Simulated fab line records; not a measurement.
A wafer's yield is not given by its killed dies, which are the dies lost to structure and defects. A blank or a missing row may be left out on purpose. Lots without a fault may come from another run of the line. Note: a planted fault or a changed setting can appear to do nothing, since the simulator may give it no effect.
Code-filled problem report in 8D (eight disciplines) form ; flow n5-finfet ; the parts of the form that need people (team, actions taken, sign-off) are left out

## 1. WHAT WENT WRONG
Wafers free of any fault read 0.0 nm (standard deviation 0.77) for M1_OVL at N5_BEOL_M1_OVL_MEAS_12, against a mean of 5.7 nm on 6 wafers of 2 lots. That puts it +7.4 standard deviations away from the usual mean.
First seen on wafer L290.1, day 10 17:20, on overlay-02. Wafers with a number at this step in the record: 27, from 9 lots. Rule for "out", or "out of limits": more than 4 standard deviations from the usual mean. All remaining wafers that have a number are taken as sound.

## 2. WHAT IT IS AND WHAT IT IS NOT
question;is;is not
which readings at this step;M1_OVL;-
which lots;L290, L291;L273, L274, L275, L279, L284, L288, L292
which wafers of those lots;all that have a number;-
read on which gauges;overlay-01, overlay-02;-
when;from day 10 17:20;"up to then (18 sound wafers); but 3 sound wafers of L292 came after"

## 3. WHAT RULES OUT EACH SUSPECT
Counting: any tool at a process step up to the reading is kept as a suspect provided that every lot that is out went through it and no sound lot did after the first of them.
- the gauge at N5_BEOL_M1_OVL_MEAS_12 is ruled out. The wafers that are out were read on 2 gauges (overlay-01, overlay-02).
- euv-scanner-02 at N5_BEOL_M1_EXPOSE_08 (exposes mask M1): kept. It processed each lot that is out, first L290 at day 10 17:10, and no sound lot thereafter; up to then, the last sound lot it processed was L288 at day 10 04:01.
After counting, what remains is euv-scanner-02 at N5_BEOL_M1_EXPOSE_08.

## 4. THE CAUSE (what the simulator had put in)
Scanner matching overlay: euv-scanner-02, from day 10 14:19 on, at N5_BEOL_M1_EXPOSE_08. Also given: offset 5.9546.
Counting left only this tool.

## 5. THE CHAIN OF EFFECTS, in route order
Each row: a reading where the mean over the struck wafers with a number is more than 3 standard deviations away from the usual. Scope: only readings with a usual standard deviation given in the record; hours: median across lots of the time from each lot's start at the first step in this table that gives one to its start at this step; sigmas: change in usual standard deviations.
hours;step;reading;usual;on struck wafers;change;sigmas
0;N5_BEOL_M1_OVL_MEAS_12;M1_OVL;0.0 nm;5.7;+5.7;+7.4
At these later measuring or inspecting steps, every struck wafer for which the step has a row has a number for every such reading, and none has moved that far: N5_BEOL_M1_INSPECT_13, N5_BEOL_M4_RC_MEAS_101.

## 6. HOW IT WOULD HAVE BEEN CAUGHT EARLIER
3 hours passed between the start of the fault at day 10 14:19 and the first reading out of limits at a measuring or inspecting step in this record, taken at day 10 17:20.
Among the 2 lots that are out, L291 began N5_BEOL_M1_EXPOSE_08 on euv-scanner-02 after day 10 17:20. A tool hold placed at that time would have kept it from harm.
